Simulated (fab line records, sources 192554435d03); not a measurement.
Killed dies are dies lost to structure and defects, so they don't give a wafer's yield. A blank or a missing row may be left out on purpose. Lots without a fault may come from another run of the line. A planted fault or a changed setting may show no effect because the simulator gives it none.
fab line records | flow n5_finfet
record lots=7 wafers=39
route steps=1938 shown ZERO_LAYER@11 PMOS_HMC_CHANNEL_EPI@73 STI_FIN_REVEAL@183 MOL_CONTACT_COAG@608 BEOL_M0_SAQP@638 BEOL_M5@1112
start_h: hours from the record's first day to the start of the lot's first wafer shown | wait_h: hours since the lot's step before | " the same as in the row above | L1.1+2: a row that stands for several wafers | - no value, or no start given | * or withheld: withheld | < > ~ a bound
route shown NAME@n: a module of which the file shows steps, and the number in the route of the first | usual: mean/standard deviation of fault-free wafers | same: alike in all rows | chamber/n: place in a boat | sites: the reading at each site | _std_site: their standard deviation | _edge_site: outer sites' mean less inner sites' | radius_mm: how far each site lies from the wafer's centre | mask NAME#n: copy n | behind: the tool/chamber that last shaped the wafer | hold: why the lot was held/for how many hours/how that ended | device: the transistor (n, p or np) that didn't switch | end of line: the same wafers' tests at the end of the route | a step without rows: its recipe alone | killed: dies lost to structure and defects at the first sort, not the wafer's yield | map: a wafer's dies, x killed, . not, _ none there
set.NAME: the setting as run; set.NAME@STEP: as run at that earlier step | model.NAME: the simulator's own value behind a step, which no gauge read
lots whose settings were changed on purpose; a table a step, a row a wafer
## steps
# step N5_ZERO_LAYER_DEVELOP_10
# recipe develop_time_s=60 rinse_liquid=diw dry=air_spin dev_temp_c=21
# columns lot.wafer tool chamber start_h wait_h set.develop_time_s
L074.2+5+6 litho_track-05 0 - - 60
L082.1+2+3+4+5+6 litho_track-05 0 - - 60
L084.1+3+5 litho_track-05 0 - - 25.89
L084.2+4+6 " 0 " " 60
L085.1+4+6 litho_track-05 0 - - 60
L085.2+3+5 " 0 " " 85.21
L086.1+2+3 litho_track-05 0 - - 60
L086.4+5+6 " 0 " " 78.28
L089.1+3+5 litho_track-02 0 - - 39.9
L089.2+4+6 " 0 " " 60
L091.1+2+3+4+5+6 litho_track-01 0 - - 60
# step N5_ZERO_LAYER_HARDBAKE_23
# recipe temp_c=130 time_s=120
# step N5_ZERO_LAYER_CD_MEAS_11
# recipe target_cd_nm=2000 landing_energy_ev=500 detector=se_inlens
# usual cd_nm=2000.7/2.7
# columns lot.wafer tool chamber start_h wait_h set.develop_time_s@ZERO_LAYER_DEVELOP_10 cd_nm
L074.2 cd_sem-02 0 12.96 - 60 2002.0
L074.5 " 0 " " 60 2000.8
L074.6 " 0 " " 60 1998.1
L082.1 cd_sem-01 0 60.64 - 60 2002.6
L082.2 " 0 " " 60 1995.1
L082.3 " 0 " " 60 1997.1
L082.4 " 0 " " 60 1999.6
L082.5 " 0 " " 60 1997.2
L082.6 " 0 " " 60 1998.2
L084.1 cd_sem-03 0 72.67 - 25.89 1984.6
L084.2 " 0 " " 60 2006.1
L084.3 " 0 " " 25.89 1986.7
L084.4 " 0 " " 60 2000.7
L084.5 " 0 " " 25.89 1982.2
L084.6 " 0 " " 60 2002.0
L085.1 cd_sem-01 0 78.77 - 60 1998.2
L085.2 " 0 " " 85.21 2005.8
L085.3 " 0 " " 85.21 2006.5
L085.4 " 0 " " 60 1998.0
L085.5 " 0 " " 85.21 2009.4
L085.6 " 0 " " 60 2003.6
L086.1 cd_sem-02 0 84.64 - 60 1998.6
L086.2 " 0 " " 60 1997.9
L086.3 " 0 " " 60 1997.9
L086.4 " 0 " " 78.28 2005.8
L086.5 " 0 " " 78.28 2008.6
L086.6 " 0 " " 78.28 2006.5
L089.1 cd_sem-01 0 102.67 - 39.9 1994.6
L089.2 " 0 " " 60 2002.8
L089.3 " 0 " " 39.9 1994.1
L089.4 " 0 " " 60 2000.2
L089.5 " 0 " " 39.9 1992.1
L089.6 " 0 " " 60 2000.0
L091.1 cd_sem-03 0 114.64 - 60 1997.9
L091.2 " 0 " " 60 2000.7
L091.3 " 0 " " 60 1997.4
L091.4 " 0 " " 60 2000.5
L091.5 " 0 " " 60 2004.0
L091.6 " 0 " " 60 1997.2
# step N5_ZERO_LAYER_DESCUM_16
# recipe chemistry=O2 time_s=7.9 source_power_w=50 bias_power_w=20 pressure_mtorr=20 rf_frequency_hz=2.712e+07 temp_c=40 o2_flow_sccm=225
# columns lot.wafer tool chamber start_h wait_h set.develop_time_s@ZERO_LAYER_DEVELOP_10 model.ZERO_LAYER.cd_nm
L074.2 rie_diel-01 1 13.00 0.0 60 2002
L074.5 " 0 " " 60 2001
L074.6 " 3 " " 60 1998
L082.1 rie_diel-05 3 60.68 0.0 60 2002
L082.2 " 1 " " 60 1995
L082.3+5 " 0,1 " " 60 1997
L082.4 " 2 " " 60 1999
L082.6 " 0 " " 60 1998
L084.1 rie_diel-01 2 72.72 0.1 25.89 1985
L084.2 " 0 " " 60 2005
L084.3 " 3 " " 25.89 1987
L084.4+6 " 3,0 " " 60 2001
L084.5 " 2 " " 25.89 1982
L085.1+4 rie_diel-03 2 78.81 0.0 60 1998
L085.2+3 " 1,3 " " 85.21 2006
L085.5 " 1 " " 85.21 2010
L085.6 " 3 " " 60 2003
L086.1 rie_diel-03 1 84.80 0.2 60 1999
L086.2+3 " 2,3 " " 60 1998
L086.4 " 0 " " 78.28 2006
L086.5 " 0 " " 78.28 2009
L086.6 " 3 " " 78.28 2007
L089.1+3 rie_diel-05 2,3 102.71 0.0 39.9 1994
L089.2 " 1 " " 60 2003
L089.4+6 " 0 " " 60 2000
L089.5 " 1 " " 39.9 1992
L091.1+3 rie_diel-01 3,1 114.68 0.0 60 1998
L091.2 " 0 " " 60 2000
L091.4 " 1 " " 60 2001
L091.5 " 3 " " 60 2004
L091.6 " 0 " " 60 1997
# step N5_PMOS_HMC_CHANNEL_EPI_ETCH_38
# recipe chemistry=CF4 target=SiO2 target_depth_a=15 ion_energy_ev=350 pressure_mtorr=10 icp_w=800 bias_w=400 cf4_flow_sccm=80
# columns lot.wafer tool chamber start_h wait_h set.target_depth_a model.etch.depth_nm
L074.2 rie_si-05 1 18.20 0.0 15 1.496
L074.5 " 3 " " 15 1.471
L074.6 " 2 " " 15 1.573
L082.1 rie_si-04 2 66.01 0.0 15 1.529
L082.2 " 3 " " 15 1.484
L082.3 " 0 " " 15 1.503
L082.4 " 1 " " 15 1.398
L082.5 " 0 " " 15 1.52
L082.6 " 1 " " 15 1.397
L084.1 rie_si-05 2 78.05 0.0 15 1.555
L084.2 " 3 " " 15 1.465
L084.3 " 1 " " 17.88 1.76
L084.4 " 0 " " 17.88 1.814
L084.5 " 2 " " 17.88 1.854
L084.6 " 3 " " 15 1.482
L085.1 rie_si-05 3 83.83 0.0 15 1.499
L085.2 " 0 " " 12.65 1.29
L085.3 " 2 " " 12.65 1.333
L085.4 " 1 " " 15 1.496
L085.5 " 0 " " 15 1.538
L085.6 " 1 " " 12.65 1.26
L086.1 rie_si-04 0 90.29 0.0 15 1.534
L086.2 " 2 " " 19.07 1.985
L086.3 " 1 " " 19.07 1.794
L086.4 " 3 " " 15 1.496
L086.5 " 2 " " 15 1.558
L086.6 " 3 " " 19.07 1.893
L089.1 rie_si-06 2 107.87 0.0 6.239 0.6144
L089.2 " 1 " " 15 1.563
L089.3 " 3 " " 15 1.558
L089.4 " 0 " " 6.239 0.632
L089.5 " 1 " " 6.239 0.6432
L089.6 " 0 " " 15 1.513
L091.1 rie_si-05 0 119.64 0.0 15 1.533
L091.2 " 3 " " 15 1.478
L091.3 " 1 " " 15 1.464
L091.4 " 2 " " 15 1.567
L091.5 " 1 " " 15 1.461
L091.6 " 0 " " 15 1.524
# step N5_STI_FIN_REVEAL_ALD_00
# recipe material=SiO2 target_thk_a=10 temp_c=300 ald_precursor_family=BDEAS ald_co_reactant=O2-plasma pulse_time_s=1 pressure_torr=2
# columns lot.wafer tool chamber start_h wait_h set.target_thk_a model.SiO2_of_STI_FIN_REVEAL_ALD_00.thk_nm
L074.2+5+6 ald_sin-01 3,0,3 28.96 0.4 10 1
L082.1+4+6 ald_sin-04 3,1,3 76.00 0.0 4.74 0.4
L082.2+3+5 " 0,2,0 " " 10 1
L084.1+2+3+4+5+6 ald_sin-04 0,1,2,3,0,3 89.73 1.9 10 1
L085.1+2+3+4+5+6 ald_sin-04 2,1,0,3,3,2 97.58 1.0 10 1
L086.1+2+6 ald_sin-04 1,0,2 100.95 0.0 10 1
L086.3+4+5 " 2,3,1 " " 4.409 0.4
L089.1+2+4 ald_sin-04 1,0,3 118.65 0.4 10 1
L089.3+5+6 " 2,3,2 " " 14.65 1.4
L091.1+2+3+4+5+6 ald_sin-01 2,1,3,0,0,3 131.02 0.1 10 1
# step N5_MOL_CONTACT_COAG_ALD_133
# recipe material=SiO2 target_thk_a=50 temp_c=100 ald_precursor_family=BDEAS ald_co_reactant=O2-plasma pulse_time_s=1 co_reactant_pulse_time_s=1 purge_time_s=2 co_reactant_purge_time_s=2 ald_cycles=35 pressure_torr=2
# columns lot.wafer tool chamber start_h wait_h set.ald_cycles model.SiO2_of_MOL_CONTACT_COAG_ALD_133.thk_nm
L074.2+5+6 ald_sin-04 0,3,2 101.91 0.3 35 5
L082.1+3+5 ald_sin-03 0,3,0 146.29 0.1 35 5
L082.2+4 " 1,2 " " 47 6.8
L082.6 " 1 " " 47 6.6
L084.1+2+3+4+5+6 ald_sin-02 3,2,1,0,0,1 164.79 0.1 35 5
L085.1+6 ald_sin-03 2 168.27 0.1 44 6.4
L085.2+4+5 " 1,3,1 " " 35 5
L085.3 " 0 " " 44 6.2
L086.1+5+6 ald_sin-02 0,2,1 177.47 0.1 35 5
L086.2+3+4 " 3,1,2 " " 52 7.4
L089.1+5+6 ald_sin-02 0,1,2 187.47 0.1 46 6.6
L089.2+3+4 " 3,1,2 " " 35 5
L091.1+2+4 ald_sin-03 1,0,3 201.76 0.1 23 3.4
L091.3+5+6 " 2,0,1 " " 35 5
# step N5_BEOL_M0_SAQP_PECVD_04
# recipe material=a-Si target_thk_a=600 temp_c=350 precursor=SiH4/He pressure_torr=3 rf_w=100 time_s=60.2
# columns lot.wafer tool chamber start_h wait_h set.time_s model.a-Si_of_BEOL_M0_SAQP_PECVD_04.thk_nm
L074.2+5 pecvd-03 2 109.15 0.0 60.2 59.8
L074.6 " 0 " " 60.2 60.6
L082.1 pecvd-03 2 151.57 0.0 60.2 60
L082.2 " 0 " " 81.51 81.6
L082.3 " 1 " " 81.51 82
L082.4 " 0 " " 60.2 62.6
L082.5 " 2 " " 60.2 61.2
L082.6 " 1 " " 81.51 83.4
L084.1 pecvd-04 0 170.58 0.0 80.47 79.2
L084.2 " 1 " " 80.47 79.4
L084.3 " 2 " " 80.47 78.6
L084.4 " 2 " " 60.2 59
L084.5 " 1 " " 60.2 59.8
L084.6 " 0 " " 60.2 60.4
L085.1 pecvd-04 1 174.55 0.0 43.39 42.6
L085.2 " 2 " " 43.39 42.2
L085.3 " 0 " " 60.2 60.4
L085.4 " 2 " " 60.2 59.2
L085.5 " 0 " " 43.39 44.2
L085.6 " 1 " " 60.2 60
L086.1 pecvd-04 1 185.49 0.0 60.2 58.4
L086.2 " 2 " " 60.2 58.8
L086.3 " 0 " " 31.78 31.4
L086.4 " 0 " " 60.2 60.2
L086.5 " 2 " " 31.78 30.2
L086.6 " 1 " " 31.78 30.6
L089.1 pecvd-03 1 194.26 0.0 87.96 88
L089.2 " 2 " " 60.2 59
L089.3 " 0 " " 87.96 88.4
L089.4 " 2 " " 87.96 87.4
L089.5 " 0 " " 60.2 62.4
L089.6 " 1 " " 60.2 61.2
L091.1 pecvd-03 0 207.68 0.0 60.2 60.4
L091.2 " 1 " " 26.71 27.4
L091.3+4 " 1,0 " " 26.71 27.6
L091.5 " 1 " " 60.2 62
L091.6 " 0 " " 60.2 61.8
# step N5_BEOL_M0_SAQP_THK_MEAS_05
# usual thk_nm=60.1/0.93
# columns lot.wafer tool chamber start_h wait_h set.time_s@BEOL_M0_SAQP_PECVD_04 thk_nm
L074.2 film_metro-02 - 109.25 0.1 60.2 59.9
L074.5 " - " " 60.2 59.7
L074.6 " - " " 60.2 60.5
L082.1 film_metro-02 - 151.67 0.1 60.2 59.9
L082.2 " - " " 81.51 81.6
L082.3 " - " " 81.51 82.0
L082.4 " - " " 60.2 62.6
L082.5 " - " " 60.2 61.1
L082.6 " - " " 81.51 83.5
L084.1 film_metro-02 - 170.68 0.1 80.47 79.2
L084.2 " - " " 80.47 79.4
L084.3 " - " " 80.47 78.6
L084.4 " - " " 60.2 59.1
L084.5 " - " " 60.2 59.7
L084.6 " - " " 60.2 60.4
L085.1 film_metro-01 - 174.65 0.1 43.39 42.5
L085.2 " - " " 43.39 42.3
L085.3 " - " " 60.2 60.5
L085.4 " - " " 60.2 59.2
L085.5 " - " " 43.39 44.2
L085.6 " - " " 60.2 60.1
L086.1 film_metro-01 - 185.59 0.1 60.2 58.3
L086.2 " - " " 60.2 58.8
L086.3 " - " " 31.78 31.4
L086.4 " - " " 60.2 60.1
L086.5 " - " " 31.78 30.3
L086.6 " - " " 31.78 30.5
L089.1 film_metro-01 - 194.36 0.1 87.96 87.9
L089.2 " - " " 60.2 58.9
L089.3 " - " " 87.96 88.3
L089.4 " - " " 87.96 87.4
L089.5 " - " " 60.2 62.3
L089.6 " - " " 60.2 61.2
L091.1 film_metro-02 - 207.81 0.1 60.2 60.4
L091.2 " - " " 26.71 27.4
L091.3 " - " " 26.71 27.5
L091.4 " - " " 26.71 27.7
L091.5 " - " " 60.2 62.0
L091.6 " - " " 60.2 61.9
# step N5_BEOL_M0_SAQP_HM_DEP_111
# recipe material=SiO2 target_thk_a=120 temp_c=400 precursor=SiH4/N2O pressure_torr=0.75 rf_w=275 time_s=7.2
# step N5_BEOL_M0_SAQP_COAT_81
# recipe resist=SOC temp_c=250 time_s=60 spin_rpm=1500 resist_thk_nm=100
# step N5_BEOL_M0_SAQP_HM_OPEN_112
# recipe chemistry=CHF3/O2 target=SiO2 stop_on=a-Si target_depth_a=120 over_etch_frac=1.25 mask_material=SOC time_s=13.5 pressure_mtorr=30 source_w=650 bias_w=170 Ar_flow_sccm=200 CHF3_flow_sccm=50 O2_flow_sccm=5 ion_energy_ev=200 ends=end_point
# step N5_BEOL_M0_SAQP_STRIP_113
# recipe chemistry=CHF3/O2 resist=SiARC rf_frequency_hz=6e+07
# step N5_BEOL_M0_SAQP_MANDREL_ETCH_20
# recipe target_depth_a=600 chemistry=HBr/Cl2 target=a-Si stop_on=SiNx bt_time_s=10 mask_material=SOC over_etch_frac=0.5 time_s=30 pressure_mtorr=10 icp_w=800 bias_w=75 HBr_flow_sccm=150 Cl2_flow_sccm=80 ends=end_point
# usual oes_product_au=0.772/0.015
# columns lot.wafer tool chamber start_h wait_h set.time_s@BEOL_M0_SAQP_PECVD_04 oes_product_au model.etch.depth_nm
L074.2 rie_si-06 1 110.10 0.0 60.2 0.775 59.87
L074.5 " 3 " " 60.2 0.760 59.75
L074.6 " 2 " " 60.2 0.771 60.51
L082.1 rie_si-05 2 152.39 0.0 60.2 0.760 59.88
L082.2 " 3 " " 81.51 0.909 81.62
L082.3 " 0 " " 81.51 0.926 82.03
L082.4 " 1 " " 60.2 0.805 62.57
L082.5 " 0 " " 60.2 0.773 61.02
L082.6 " 1 " " 81.51 0.958 83.45
L084.1 rie_si-04 1 171.52 0.0 80.47 0.939 79.25
L084.2 " 2 " " 80.47 0.898 79.26
L084.3 " 3 " " 80.47 0.927 78.52
L084.4 " 0 " " 60.2 0.772 59
L084.5 " 2 " " 60.2 0.758 59.72
L084.6 " 1 " " 60.2 0.790 60.26
L085.1 rie_si-05 0 175.85 0.0 43.39 0.633 42.52
L085.2 " 2 " " 43.39 0.630 42.27
L085.3 " 3 " " 60.2 0.754 60.5
L085.4 " 1 " " 60.2 0.783 59.22
L085.5 " 3 " " 43.39 0.639 44.2
L085.6 " 0 " " 60.2 0.757 60.1
L086.1 rie_si-04 3 186.58 0.0 60.2 0.769 58.3
L086.2 " 1 " " 60.2 0.785 58.78
L086.3 " 0 " " 31.78 0.560 31.35
L086.4 " 2 " " 60.2 0.760 60.18
L086.5 " 1 " " 31.78 0.567 30.23
L086.6 " 2 " " 31.78 0.542 30.55
L089.1 rie_si-05 2 197.46 0.0 87.96 0.967 87.92
L089.2 " 0 " " 60.2 0.750 58.91
L089.3 " 1 " " 87.96 0.992 88.18
L089.4 " 3 " " 87.96 0.949 87.46
L089.5 " 1 " " 60.2 0.798 62.36
L089.6 " 0 " " 60.2 0.768 61.14
L091.1 rie_si-05 2 208.53 0.0 60.2 0.766 60.3
L091.2 " 1 " " 26.71 0.534 27.41
L091.3 " 3 " " 26.71 0.517 27.51
L091.4 " 0 " " 26.71 0.525 27.66
L091.5 " 2 " " 60.2 0.772 61.93
L091.6 " 3 " " 60.2 0.764 61.87
# step N5_BEOL_M5_ILD_DEP_00
# recipe material=SiCOH_lowk target_thk_a=1406.4 temp_c=300 precursor=DEMS/porogen pressure_torr=5 rf_w=500 time_s=25.9
# columns lot.wafer tool chamber start_h wait_h set.target_thk_a model.SiCOH_lowk_of_BEOL_M5_ILD_DEP_00.thk_nm
L074.2 pecvd-04 2 176.12 0.7 1406.4 140.6
L074.5 " 2 " " 1406.4 143.6
L074.6 " 1 " " 1406.4 139.8
L082.1 pecvd-03 0 217.32 0.8 575.1 59.6
L082.2 " 1 " " 575.1 57.4
L082.3 " 0 " " 1406.4 143.4
L082.4 " 1 " " 575.1 57
L082.5 " 1 " " 1406.4 140
L082.6 " 0 " " 1406.4 143.2
L084.1 pecvd-04 2 234.02 0.8 1406.4 141.4
L084.2 " 0 " " 1406.4 137.6
L084.3 " 1 " " 1406.4 138.6
L084.4 " 0 " " 1406.4 140
L084.5 " 1 " " 1406.4 139
L084.6 " 2 " " 1406.4 143.2
L085.1 pecvd-01 2 243.52 0.8 1406.4 140.2
L085.2 " 1 " " 1406.4 141.6
L085.3 " 0 " " 2139 216.4
L085.4 " 1 " " 2139 217.2
L085.5 " 0 " " 2139 220.4
L085.6 " 2 " " 1406.4 142.2
L086.1 pecvd-01 2 254.20 0.8 1406.4 138.4
L086.2 " 0 " " 1406.4 142.2
L086.3 " 1 " " 1406.4 140.6
L086.4 " 1 " " 1406.4 142.6
L086.5 " 0 " " 1406.4 145.8
L086.6 " 2 " " 1406.4 141.4
L091.1 pecvd-04 1 272.79 0.8 815.8 79.8
L091.2 " 2 " " 1406.4 140.6
L091.3 " 0 " " 1406.4 138.8
L091.4 " 2 " " 815.8 83.4
L091.5 " 0 " " 815.8 79.6
L091.6 " 1 " " 1406.4 141.4
L089.1 pecvd-01 2 274.90 0.8 1406.4 139.4
L089.2 " 1 " " 1136 115.4
L089.3 " 0 " " 1136 117.8
L089.4 " 2 " " 1406.4 141.2
L089.5 " 0 " " 1136 117.6
L089.6 " 1 " " 1406.4 143.8
# step N5_BEOL_M5_CURE_79
# recipe temp_c=385 time_s=240 ambient=He/Ar material=SiCOH_lowk
# columns lot.wafer tool chamber start_h wait_h set.target_thk_a@BEOL_M5_ILD_DEP_00 model.SiCOH_lowk_of_BEOL_M5_ILD_DEP_00.thk_nm
L074.2 uv_cure-02 2 176.26 0.1 1406.4 121
L074.5 " 2 " " 1406.4 123.6
L074.6 " 2 " " 1406.4 120.2
L082.1 uv_cure-02 0 217.40 0.1 575.1 51
L082.2 " 0 " " 575.1 49
L082.3 " 0 " " 1406.4 123.4
L082.4 " 0 " " 575.1 48.8
L082.5 " 0 " " 1406.4 120.4
L082.6 " 0 " " 1406.4 123.2
L084.1 uv_cure-01 1 234.08 0.0 1406.4 121.6
L084.2 " 1 " " 1406.4 118.4
L084.3 " 1 " " 1406.4 119.2
L084.4 " 1 " " 1406.4 120.4
L084.5 " 1 " " 1406.4 119.6
L084.6 " 1 " " 1406.4 123.2
L085.1 uv_cure-01 2 243.58 0.0 1406.4 120.6
L085.2 " 2 " " 1406.4 121.8
L085.3 " 2 " " 2139 187
L085.4 " 2 " " 2139 187.8
L085.5 " 2 " " 2139 190.6
L085.6 " 2 " " 1406.4 122.4
L086.1 uv_cure-02 0 254.31 0.1 1406.4 119
L086.2 " 0 " " 1406.4 122.4
L086.3 " 0 " " 1406.4 120.8
L086.4 " 0 " " 1406.4 122.6
L086.5 " 0 " " 1406.4 125.4
L086.6 " 0 " " 1406.4 121.6
L091.1 uv_cure-02 1 272.85 0.0 815.8 68.4
L091.2 " 1 " " 1406.4 120.8
L091.3 " 1 " " 1406.4 119.4
L091.4 " 1 " " 815.8 71.6
L091.5 " 1 " " 815.8 68.2
L091.6 " 1 " " 1406.4 121.8
L089.1 uv_cure-01 0 274.96 0.0 1406.4 119.8
L089.2 " 0 " " 1136 99.2
L089.3 " 0 " " 1136 101.2
L089.4 " 0 " " 1406.4 121.6
L089.5 " 0 " " 1136 101
L089.6 " 0 " " 1406.4 123.8
# step N5_BEOL_M5_THK_MEAS_01
# recipe reads=SiCOH_lowk_of_BEOL_M5_ILD_DEP_00
# usual M5_ILD_THK=121.6/2.1
# columns lot.wafer tool chamber start_h wait_h set.target_thk_a@BEOL_M5_ILD_DEP_00 M5_ILD_THK[nm]
L074.2 film_metro-02 - 176.69 0.4 1406.4 121.0
L074.5 " - " " 1406.4 123.6
L074.6 " - " " 1406.4 120.3
L082.1 film_metro-02 - 217.91 0.4 575.1 51.1
L082.2 " - " " 575.1 49.1
L082.3 " - " " 1406.4 123.4
L082.4 " - " " 575.1 48.8
L082.5 " - " " 1406.4 120.5
L082.6 " - " " 1406.4 123.3
L084.1 film_metro-02 - 234.59 0.4 1406.4 121.7
L084.2 " - " " 1406.4 118.5
L084.3 " - " " 1406.4 119.3
L084.4 " - " " 1406.4 120.3
L084.5 " - " " 1406.4 119.4
L084.6 " - " " 1406.4 123.5
L085.1 film_metro-01 - 244.57 0.8 1406.4 120.6
L085.2 " - " " 1406.4 121.7
L085.3 " - " " 2139 187.0
L085.4 " - " " 2139 187.8
L085.5 " - " " 2139 190.7
L085.6 " - " " 1406.4 122.4
L086.1 film_metro-02 - 254.82 0.4 1406.4 119.1
L086.2 " - " " 1406.4 122.5
L086.3 " - " " 1406.4 120.9
L086.4 " - " " 1406.4 122.7
L086.5 " - " " 1406.4 125.3
L086.6 " - " " 1406.4 121.6
L091.1 film_metro-01 - 273.38 0.4 815.8 68.3
L091.2 " - " " 1406.4 120.9
L091.3 " - " " 1406.4 119.4
L091.4 " - " " 815.8 71.5
L091.5 " - " " 815.8 68.2
L091.6 " - " " 1406.4 121.7
L089.1 film_metro-02 - 275.47 0.4 1406.4 119.8
L089.2 " - " " 1136 99.1
L089.3 " - " " 1136 101.1
L089.4 " - " " 1406.4 121.4
L089.5 " - " " 1136 101.0
L089.6 " - " " 1406.4 123.8
## key
split step=N5_ZERO_LAYER_DEVELOP_10 setting=develop_time_s stated=60 by=wafer
response step=N5_ZERO_LAYER_CD_MEAS_11 reading=cd_nm change=+0.265 per=1% r=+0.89
response step=N5_ZERO_LAYER_DESCUM_16 reading=model.ZERO_LAYER.cd_nm change=+0.262 per=1% r=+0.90
split step=N5_PMOS_HMC_CHANNEL_EPI_ETCH_38 setting=target_depth_a stated=15 by=wafer
response step=N5_PMOS_HMC_CHANNEL_EPI_ETCH_38 reading=model.etch.depth_nm change=+0.0152 per=1% r=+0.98
split step=N5_STI_FIN_REVEAL_ALD_00 setting=target_thk_a stated=10 by=wafer
response step=N5_STI_FIN_REVEAL_ALD_00 reading=model.SiO2_of_STI_FIN_REVEAL_ALD_00.thk_nm change=+0.0104 per=1% r=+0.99
split step=N5_MOL_CONTACT_COAG_ALD_133 setting=ald_cycles stated=35 by=wafer
response step=N5_MOL_CONTACT_COAG_ALD_133 reading=model.SiO2_of_MOL_CONTACT_COAG_ALD_133.thk_nm change=+0.0496 per=1% r=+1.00
split step=N5_BEOL_M0_SAQP_PECVD_04 setting=time_s stated=60.2 by=wafer
response step=N5_BEOL_M0_SAQP_PECVD_04 reading=model.a-Si_of_BEOL_M0_SAQP_PECVD_04.thk_nm change=+0.597 per=1% r=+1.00
response step=N5_BEOL_M0_SAQP_THK_MEAS_05 reading=thk_nm change=* per=1% r=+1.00
response step=N5_BEOL_M0_SAQP_MANDREL_ETCH_20 reading=oes_product_au change=+0.0044 per=1% r=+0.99
response step=N5_BEOL_M0_SAQP_MANDREL_ETCH_20 reading=model.etch.depth_nm change=+0.598 per=1% r=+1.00
split step=N5_BEOL_M5_ILD_DEP_00 setting=target_thk_a stated=1406.4 by=wafer
response step=N5_BEOL_M5_ILD_DEP_00 reading=model.SiCOH_lowk_of_BEOL_M5_ILD_DEP_00.thk_nm change=+1.43 per=1% r=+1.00
response step=N5_BEOL_M5_CURE_79 reading=model.SiCOH_lowk_of_BEOL_M5_ILD_DEP_00.thk_nm change=+1.24 per=1% r=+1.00
response step=N5_BEOL_M5_THK_MEAS_01 reading=M5_ILD_THK change=+1.24 per=1% r=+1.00
